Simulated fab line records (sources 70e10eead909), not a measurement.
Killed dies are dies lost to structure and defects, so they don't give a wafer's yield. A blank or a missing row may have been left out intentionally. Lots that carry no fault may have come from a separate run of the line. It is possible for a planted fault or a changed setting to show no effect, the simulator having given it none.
Struck lot and sound lot, side by side / flow nandHarc / 15 steps out of a route of 1302
Sound: wafers L889.2, L889.5, L889.6. Struck: wafers L907.2, L907.4. (L907.1 of the same lot was not struck and is left out.) The cause comes at the end.
Order at every step that has rows: each side's tool, ch and its chambers, its first start. Under that, the readings that differ: sound wafers / struck wafers / difference of the means / sigmas: that difference in standard deviations of wafers without a fault.
alike: readings with means less than 2 such deviations apart, plus words and numbers identical on both sides. not compared: withheld readings, readings lacking a value on some wafer, bounds such as >300 that could conceal the same value, and numbers that have no deviation in the record and whose values overlap.
Wherever a step has rows on one side only, a row that says differs or no value, or a row with sigmas, the two part there. Non-overlapping numbers with no deviation appear without sigmas and do not part them. A reading missing from all wafers of one side parts the sides only when that side holds two or more wafers.

NHARC_A_ONON_D2_THK_MEAS_11: measures by ellipsometry.
  sound: filmMetro-01 at day 13 15:48; struck: filmMetro-01 at day 20 16:08
  alike: thkNm
then NHARC_A_ONON_D2_DEP_12 (target thk 1000 nm), 1 step lacking rows for these wafers.
NHARC_A_ONON_D2_THK_MEAS_14: measures by ellipsometry.
  sound: filmMetro-02 at day 13 16:22; struck: filmMetro-02 at day 20 16:42
  alike: thkNm
then, 2 steps without rows for these wafers: NHARC_A_ONON_D2_ANNEAL_15 (time 3600 s); NHARC_A_ONON_D2_DEP_16 (target thk 1000 nm).
NHARC_A_ONON_D2_THK_MEAS_18: measures by ellipsometry.
  sound: filmMetro-01 at day 14 00:03; struck: filmMetro-01 at day 21 00:23
  alike: thkNm
then NHARC_A_ONON_D2_DEP_19 (target thk 1000 nm), 1 step lacking rows for these wafers.
NHARC_A_ONON_D2_THK_MEAS_21: measures by ellipsometry.
  sound: filmMetro-02 at day 14 00:37; struck: filmMetro-01 at day 21 00:57
  alike: thkNm
then NHARC_A_ONON_D2_DEP_22 (target thk 1000 nm), 1 step lacking rows for these wafers.
NHARC_A_ONON_D2_THK_MEAS_24: measures by ellipsometry.
  sound: filmMetro-01 at day 14 01:11; struck: filmMetro-01 at day 21 01:32
  alike: thkNm
then NHARC_A_ONON_D2_DEP_25 (target thk 1000 nm), 1 step lacking rows for these wafers.
NHARC_A_ONON_D2_THK_MEAS_27: measures by ellipsometry.
  sound: filmMetro-01 at day 14 01:45; struck: filmMetro-02 at day 21 02:07
  alike: thkNm
NHARC_A_ONON_D2_DEP_28: target thk 1000 nm.
  sound on pecvdOnon-02 ch 0, day 14 01:52; struck on pecvdOnon-04 ch 0, day 21 02:10
NHARC_A_ONON_D2_THK_MEAS_30: measures by ellipsometry.
  sound: filmMetro-02 at day 14 02:19; struck: filmMetro-02 at day 21 02:51
reading=thkNm (nm); sound=1001 1002 1002; struck=1519 1519; difference=+517; sigmas=+54
  not compared: hold
NHARC_A_ONON_D2_DEP_33: deposits SiO2, target thk 200 nm.
  sound on pecvd-02 ch 0,1, day 14 02:22; struck on pecvd-02 ch 0,2, day 21 03:20
reading=hold; sound=- - -; struck=awaitDispo/0.4h/release awaitDispo/0.4h/release; difference=no value on the sound wafers; sigmas=
  alike: heaterPowerW, throttleValvePct

## WHERE THEY PART
First at NHARC_A_ONON_D2_THK_MEAS_30; last, within this record, at NHARC_A_ONON_D2_DEP_33.

WHY: whatever the simulator had introduced
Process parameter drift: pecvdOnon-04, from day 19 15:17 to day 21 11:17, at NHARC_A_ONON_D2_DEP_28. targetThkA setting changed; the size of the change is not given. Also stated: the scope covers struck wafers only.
